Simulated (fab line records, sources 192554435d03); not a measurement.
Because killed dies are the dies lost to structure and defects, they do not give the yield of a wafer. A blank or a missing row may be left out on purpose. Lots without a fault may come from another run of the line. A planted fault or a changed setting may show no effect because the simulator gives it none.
The tool behind it: which one? | flow n5Finfet | Sampling: 9 lots, 26 wafers, 4 of 1938 route steps

WHAT THE GAUGES SHOWED, per wafer
N5_BEOL_M3_OCD_MEAS_38.
lot  | measured     | on     | trenchDepthNm (nm)
L269 | day 7 13:30  | ocd-01 | 55.8 54.9 55.4
L270 | day 7 19:56  | ocd-02 | 56.0 56.5 55.7
L273 | day 8 19:30  | ocd-02 | 56.1 55.1 55.3
L278 | day 10 14:16 | ocd-01 | 47.5 49.4
L280 | day 11 01:46 | ocd-02 | 47.3 55.3 56.3
L281 | day 11 05:07 | ocd-01 | 55.3 47.7 53.7
L288 | day 12 15:07 | ocd-01 | 55.5 57.0 57.1
L290 | day 13 21:02 | ocd-01 | 56.0 56.4 55.1
L289 | day 13 17:47 | ocd-01 | 56.3 55.5 55.8

WHAT TOOL EACH LOT RAN ON (gives the tool, then ch and the chambers of the sampled wafers, and finally the start)
lot  | N5_BEOL_M3_STRIP_66               | N5_BEOL_M3_HM_OPEN_17            | N5_BEOL_M3_TRENCH_ETCH_37
L269 | rieDiel-03 ch 1,3, day 7 08:48    | rieMetal-01 ch 0,1, day 7 08:51  | rieDiel-04 ch 0,2, day 7 13:20
L270 | rieDiel-03 ch 0,1, day 7 13:53    | rieMetal-01 ch 1, day 7 13:56    | rieDiel-03 ch 0,1,3, day 7 19:46
L273 | rieDiel-05 ch 0,2,3, day 8 11:01  | rieMetal-02 ch 0,1, day 8 11:04  | rieDiel-04 ch 0,1,2, day 8 19:21
L278 | rieDiel-03 ch 1,3, day 10 07:55   | rieMetal-02 ch 1, day 10 08:01   | rieDiel-04 ch 0,3, day 10 14:06
L280 | rieDiel-05 ch 1,2, day 10 14:53   | rieMetal-01 ch 0,1, day 10 14:57 | rieDiel-04 ch 0,1,3, day 11 01:35
L281 | rieDiel-04 ch 1,2,3, day 10 18:24 | rieMetal-01 ch 0,1, day 10 18:26 | rieDiel-04 ch 1,2,3, day 11 04:58
L288 | rieDiel-05 ch 0,1,2, day 12 08:11 | rieMetal-02 ch 0,1, day 12 08:13 | rieDiel-03 ch 1,3, day 12 14:57
L290 | rieDiel-04 ch 1,2,3, day 13 01:56 | rieMetal-01 ch 0,1, day 13 01:59 | rieDiel-03 ch 0,1, day 13 20:53
L289 | rieDiel-04 ch 2,3, day 13 03:44   | rieMetal-03 ch 0,1, day 13 03:47 | rieDiel-03 ch 0,2,3, day 13 17:38
- N5_BEOL_M3_STRIP_66: strips in CF4.
- N5_BEOL_M3_HM_OPEN_17: chemistry Cl2/BCl3, target TiN, target depth 20 nm, overetch 6 nm.
- N5_BEOL_M3_TRENCH_ETCH_37: etches SiOC in C4F6/O2, target depth 55.555 nm, time 29.2 s.

THE ANSWER, worked out from the rows above alone
Rule: the lots themselves supply what counts as usual. Put in order of their means at a reading, lots are off if they are a third of the lots or fewer, leave a main group of 4 or more, and stand apart from it by a gap of 3 or more times the standard deviation of the main group's means; of several such gaps the widest counts. If all means in a main group match to the digits the tables above print for the reading, that group is not used. A lot without any number at a reading at which 4 lots or more have one is off too. All remaining lots with rows at the step are treated as sound.
Off: L278, L280, L281 (N5_BEOL_M3_OCD_MEAS_38, trenchDepthNm). The main group: mean 55.9 nm, standard deviation 0.38.
If a tool, at a process step before that reading, ran all the lots that are off and no sound lot after the first of them, it fits. Those tools and the gauges at N5_BEOL_M3_OCD_MEAS_38 are tried in the same way. One fits: rieDiel-04 at N5_BEOL_M3_TRENCH_ETCH_37. Its last sound lot is L273 (day 8 19:21), its first lot that is off L278 (day 10 14:06): a fault that began between those two fits.

WHAT THE SIMULATOR HAD PUT IN
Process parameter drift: rieDiel-04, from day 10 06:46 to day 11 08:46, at N5_BEOL_M3_TRENCH_ETCH_37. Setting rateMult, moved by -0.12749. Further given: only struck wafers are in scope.
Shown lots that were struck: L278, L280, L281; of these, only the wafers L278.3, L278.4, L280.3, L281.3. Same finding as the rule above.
